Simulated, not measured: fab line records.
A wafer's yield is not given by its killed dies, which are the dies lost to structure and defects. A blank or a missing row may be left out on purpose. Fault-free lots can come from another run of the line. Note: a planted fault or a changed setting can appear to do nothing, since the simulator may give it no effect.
The same fault as seen by 3 desks / flow n5Finfet / every desk sees just its own numbers, and what lay behind them comes last

== THE DEFECT DESK ==
Inspection counts along the route, by lot: the mean over sampled wafers that carry a number. Any lot whose mean is over 4 standard deviations away from the usual mean is out of limits and marked OUT; that distance is given in the brackets.
Columns: A = rawDefectCount at N5_BEOL_M2_INSPECT_59, usual 73; B = rawDefectCount at N5_BEOL_M3_INSPECT_13, usual 394; C = rawDefectCount at N5_BEOL_M3_INSPECT_30, usual 408
lot=L985; first seen here=day 8 05:28; A=128; B=459; C=466
lot=L989; first seen here=day 8 11:52; A=51; B=341; C=418
lot=L991; first seen here=day 8 23:42; A=74; B=492; C=512
lot=L995; first seen here=day 10 10:20; A=215 (+5.1) OUT; B=443; C=442
lot=L999; first seen here=day 11 06:52; A=209 (+4.9) OUT; B=458; C=478
lot=L102; first seen here=day 11 17:47; A=93; B=378; C=472
lot=L105; first seen here=day 12 16:31; A=55; B=321; C=402
lot=L103; first seen here=day 12 17:07; A=67; B=415; C=427
This desk's verdict: out of limits on L995, L999, starting with L995 at day 10 10:20 (rawDefectCount at N5_BEOL_M2_INSPECT_59). L985, L989, L991, L102, L105, L103: within limits.

== TOOL OWNER'S DESK, cmp-03 ==
The tool's own readings at N5_BEOL_M2_CMP_52 (polishes, stops on SiOC, t overpolish 6.8 s, target thk 40 nm): means of the sampled wafers that have a number, for each lot that ran on this tool. Any lot whose mean is over 4 standard deviations away from the usual mean is out of limits and marked OUT; that distance is given in the brackets.
Columns: A = barrierFieldEndpointS at N5_BEOL_M2_CMP_52, usual 24.9 s; B = motorCurrentA at N5_BEOL_M2_CMP_52, usual 6.0 A; C = overpolishRunS at N5_BEOL_M2_CMP_52, usual 6.799 s; D = timeToEndpointS at N5_BEOL_M2_CMP_52, usual 64 s
lot=L989; first seen here=day 8 11:17; A=23.9; B=6.2; C=6.798; D=63
lot=L995; first seen here=day 10 09:41; A=24.3; B=6.2; C=6.795; D=58
lot=L999; first seen here=day 11 06:22; A=24.5; B=6.2; C=6.797; D=58
This desk's finding: nothing out of limits on any of the 3 lots.

== FROM THE METROLOGY DESK ==
Lot by lot, what the gauges showed, no matter which tool ran the lot: averages of those sampled wafers that carry a number. Any lot whose mean is over 4 standard deviations away from the usual mean is out of limits and marked OUT; that distance is given in the brackets. Only the readings that lie furthest out on some lot appear, 7 of the 10 it has.
Columns: A = IOFF_P at N5_BEOL_M4_RC_MEAS_101, usual 0.21 nA/um; B = ION_N at N5_BEOL_M4_RC_MEAS_101, usual 672 uA/um; C = ION_P at N5_BEOL_M4_RC_MEAS_101, usual 461 uA/um; D = SS_N at N5_BEOL_M4_RC_MEAS_101, usual 71.4 mV/dec; E = SS_P at N5_BEOL_M4_RC_MEAS_101, usual 73.2 mV/dec; F = VT_N at N5_BEOL_M4_RC_MEAS_101, usual 249.3 mV; G = VT_P at N5_BEOL_M4_RC_MEAS_101, usual -250 mV
lot=L985; first seen here=day 9 00:26; A=0.22; B=671; C=468; D=71.2; E=72.4; F=251.5; G=-247
lot=L989; first seen here=day 9 05:35; A=0.23; B=679; C=465; D=71.3; E=73.6; F=248.1; G=-249
lot=L991; first seen here=day 10 06:41; A=0.18; B=680; C=459; D=70.8; E=73.4; F=249.0; G=-254
lot=L995; first seen here=day 11 10:02; A=0.22; B=683; C=464; D=71.8; E=73.1; F=246.0; G=-250
lot=L999; first seen here=day 12 01:50; A=0.20; B=668; C=453; D=72.0; E=73.2; F=249.7; G=-252
lot=L102; first seen here=day 13 00:23; A=0.26; B=670; C=466; D=71.9; E=73.2; F=249.2; G=-245
lot=L103; first seen here=day 13 21:21; A=0.17; B=660; C=447; D=71.5; E=73.0; F=250.3; G=-256
lot=L105; first seen here=day 13 21:41; A=0.21; B=673; C=458; D=71.6; E=73.7; F=248.3; G=-250
This desk's finding: nothing out of limits on any of the 8 lots.

== PUT TOGETHER ==
The defect desk could have raised an alarm at day 10 10:20, on L995, L999.
The desk of the tool owner found nothing out of limits.
At the metrology desk, nothing out of limits was observed.
The tool owner's desk has L995, L999 on record, within its limits.
The metrology desk holds a record of L995, L999, inside its limits.
The lots listed all ran N5_BEOL_M2_CMP_52 on cmp-03.

== WHAT THE SIMULATOR HAD PUT IN ==
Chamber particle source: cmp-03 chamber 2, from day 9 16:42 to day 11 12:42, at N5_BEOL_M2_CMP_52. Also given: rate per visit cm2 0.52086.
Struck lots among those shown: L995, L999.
Hours from the fault's start to each desk's first reading out of limits: the defect desk, 18.
